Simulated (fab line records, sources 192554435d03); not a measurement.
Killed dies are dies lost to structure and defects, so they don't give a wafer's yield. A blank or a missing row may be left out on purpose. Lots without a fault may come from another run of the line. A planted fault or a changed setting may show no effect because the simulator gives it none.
Chamber matching | flow n5_finfet | N5_MOL_CONTACT_COAG_ETCH_48 on rie_diel-02: 4 sister chambers
The step etches SiOC in C4F6/O2, target depth 15 nm, overetch 4.5 nm, time 17 s. 4 wafers are shown with their chamber, then 8 later ones without.

WAFERS WITH THEIR CHAMBER
wafer  | chamber | showerhead_plenum_p_Torr (Torr)
L083.4 | 1       | 2.97
L085.2 | 3       | 2.76
L085.5 | 0       | 2.63
L087.1 | 2       | 2.79

WAFERS WITHOUT THEIR CHAMBER
wafer  | showerhead_plenum_p_Torr (Torr)
L087.4 | 2.75
L087.5 | 2.62
L093.1 | 2.79
L093.4 | 2.75
L093.5 | 2.62
L095.1 | 2.61
L095.2 | 2.78
L095.4 | 2.74

WHICH CHAMBER EACH WENT THROUGH
wafer  | from the rows above     | in truth
L087.4 | 3                       | 3
L087.5 | 0                       | 0
L093.1 | 2                       | 2
L093.4 | 3                       | 3
L093.5 | 0                       | 0
L095.1 | 0                       | 0
L095.2 | can't be placed: 2 or 3 | 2
L095.4 | 3                       | 3
Placed correctly: 7 of 8. Can't be placed from these rows: 1 (the true chamber is among the candidates in 1). Placed wrongly: 0.
How it was worked out, from the rows above alone: a wafer's distance from a chamber is the root of the sum, over the readings, of the square of ((its reading less the chamber's mean) divided by the reading's scatter). The wafer belongs to the nearest chamber; if the next one is less than 2 further off, it can't be placed. A chamber's mean is the mean of its shown wafers. The scatter: with one shown wafer a chamber, the root of the mean of the squares of how far each hidden wafer lies from its nearest shown one.
